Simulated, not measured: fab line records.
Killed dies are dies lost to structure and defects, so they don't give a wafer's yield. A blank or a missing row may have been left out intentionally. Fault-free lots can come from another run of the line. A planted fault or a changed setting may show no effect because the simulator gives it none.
8D (eight disciplines) problem report, filled in by code / flow nand harc / the parts of the form that need people (team, actions taken, sign-off) are left out

## 1. WHAT WENT WRONG
thk nm at NHARC_A_ONON_D1_THK_MEAS_08 reads a mean of 282 nm on 6 wafers of 2 lots; wafers without a fault read 999 nm with a standard deviation of 11. That puts it -65 standard deviations away from the usual mean.
The step: measures by ellipsometry.
The first sign was on wafer L483.1 at day 9 17:59, on film metro-02. The record holds 39 wafers of 13 lots with a number at this step. By rule, "out" or "out of limits" means more than 4 standard deviations away from the usual mean. Any other wafer with a number is counted as sound.

## 2. WHAT IT IS AND WHAT IT IS NOT
question=which readings at this step | is=thk nm | is not=-
question=which lots | is=L483, L485 | is not=L475, L476, L478, L479, L480, L484, L487, L490, L491, L494, L497
question=which wafers of those lots | is=all that have a number | is not=-
question=read on which gauges | is=film metro-02 | is not=film metro-01
question=when | is=from day 9 17:59 | is not=up to then (15 sound wafers); but 18 sound wafers of L484, L487, L490, L491, L494, L497 came after

## 3. SUSPECTS, AND WHAT RULES EACH OUT
Counting: any tool at a process step up to the reading is kept as a suspect provided that every lot that is out went through it and no sound lot did after the first of them.
- the gauge at NHARC_A_ONON_D1_THK_MEAS_08 has been ruled out. All the wafers that are out were read on film metro-02, but those of them that NHARC_END_SORT_01 has rows for are out there too, on other tools.
- pecvd onon-03 at NHARC_A_ONON_D1_DEP_06 (target thk 1000 nm): kept. All lots that are out passed through it, beginning with L483 at day 9 17:29, and no sound lot followed; its final sound lot before that point was L478 at day 8 14:13.
Remaining after the count: pecvd onon-03 at NHARC_A_ONON_D1_DEP_06.

## 4. THE CAUSE (what the simulator had put in)
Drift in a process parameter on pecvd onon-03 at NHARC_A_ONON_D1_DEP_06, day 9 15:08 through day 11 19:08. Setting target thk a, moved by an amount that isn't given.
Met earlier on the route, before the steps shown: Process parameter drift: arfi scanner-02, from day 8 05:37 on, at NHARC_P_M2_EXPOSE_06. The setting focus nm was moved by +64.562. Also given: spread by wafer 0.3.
Only this tool survived the counting.

## 5. SEQUENCE OF EFFECTS, ordered by route
Each row: a reading whose mean over the struck wafers that have a number lies more than 3 standard deviations from the usual. Readings are gone through only where the record gives a usual standard deviation; hours: the median, over the lots, of the time from a lot's start at the first step in this table giving one to that lot's start at this step; sigmas: the change measured in usual standard deviations.
hours=0; step=NHARC_A_ONON_D1_THK_MEAS_08; reading=thk nm; usual=999 nm; on struck wafers=282; change=-717; sigmas=-65
hours=290; step=NHARC_END_SORT_01; reading=killed at array; usual=29; on struck wafers=673; change=+644; sigmas=+59
hours=290; step=NHARC_END_SORT_01; reading=killed dies; usual=33; on struck wafers=677; change=+644; sigmas=+59

## 6. WHAT WOULD HAVE CAUGHT IT SOONER
The first out-of-limits reading at a measuring or inspecting step in this record came at day 9 17:59, 3 hours after the fault's start at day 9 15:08.
Tool readings at NHARC_A_ONON_D1_DEP_06 with a usual standard deviation given in the record: none out on any struck wafer, hence no alarm at a limit of 4 standard deviations on them.
Lots out: 2; of these, L485 started NHARC_A_ONON_D1_DEP_06 on pecvd onon-03 after day 9 17:59. Putting the tool on hold at that point would have spared it.
